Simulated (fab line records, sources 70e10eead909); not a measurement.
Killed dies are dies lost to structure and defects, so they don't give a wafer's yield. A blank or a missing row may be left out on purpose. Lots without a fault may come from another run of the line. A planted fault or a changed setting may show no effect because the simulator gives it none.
Chamber matching | flow nand_harc | NHARC_A_BLC_ETCH_18 on rie_diel-12: 4 sister chambers
The step etches the open film in C4F8/O2/Ar, target depth 910 nm. 14 wafers are shown with their chamber, then 7 later ones without.

WAFERS WITH THEIR CHAMBER
wafer  | chamber | rf_vpp_V (V) | rf_fwd_power_W (W) | chamber_pressure_mTorr (mTorr)
L918.1 | 2       | 975          | 597.8              | 25.021
L918.2 | 3       | 973          | 600.1              | 25.013
L918.6 | 0       | 982          | 599.6              | 25.020
L919.1 | 0       | 984          | 599.0              | 24.963
L919.3 | 1       | 976          | 600.6              | 25.037
L919.6 | 2       | 975          | 599.3              | 24.978
L935.1 | 3       | 975          | 600.2              | 25.002
L935.2 | 0       | 981          | 598.2              | 25.003
L935.5 | 0       | 984          | 598.0              | 25.025
L934.1 | 0       | 982          | 602.8              | 24.998
L934.3 | 3       | 975          | 600.2              | 25.009
L934.5 | 0       | 982          | 601.4              | 24.996
L936.1 | 1       | 976          | 600.4              | 25.013
L936.2 | 3       | 975          | 599.8              | 24.952

SIGNATURES (means of the wafers above)
reading                | chamber 0 | chamber 1 | chamber 2 | chamber 3 | scatter within a chamber
rf_vpp_V               | 982.50    | 976.00    | 975.00    | 974.50    | 1.02
rf_fwd_power_W         | 599.833   | 600.500   | 598.550   | 600.075   | 1.39
chamber_pressure_mTorr | 25.00083  | 25.02500  | 24.99950  | 24.99400  | 0.0246
Rule: a wafer's distance from a chamber is the root of the sum, over the readings, of the square of ((its reading less the chamber's mean) divided by the reading's scatter). The wafer belongs to the nearest chamber; if the next one is less than 2 further off, it can't be placed. The scatter: the root of (the sum of the squares of (reading less its chamber's mean) over the shown wafers, divided by (wafers less chambers)).

WAFERS WITHOUT THEIR CHAMBER
wafer  | rf_vpp_V (V) | rf_fwd_power_W (W) | chamber_pressure_mTorr (mTorr)
L936.4 | 982          | 599.0              | 25.002
L937.1 | 977          | 599.5              | 24.990
L937.5 | 973          | 598.9              | 25.020
L937.6 | 975          | 599.9              | 25.016
L941.1 | 972          | 599.3              | 25.002
L941.2 | 974          | 600.0              | 24.999
L941.4 | 975          | 596.7              | 24.966

WHICH CHAMBER EACH WENT THROUGH
wafer  | from the rows above          | in truth
L936.4 | 0                            | 0
L937.1 | can't be placed: 1 or 2 or 3 | 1
L937.5 | can't be placed: 3 or 2 or 1 | 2
L937.6 | can't be placed: 3 or 1 or 2 | 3
L941.1 | can't be placed: 3 or 2 or 1 | 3
L941.2 | can't be placed: 3 or 2 or 1 | 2
L941.4 | can't be placed: 2 or 3 or 1 | 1
Placed correctly: 1 of 7. Can't be placed from these rows: 6 (the true chamber is among the candidates in 6). Placed wrongly: 0.
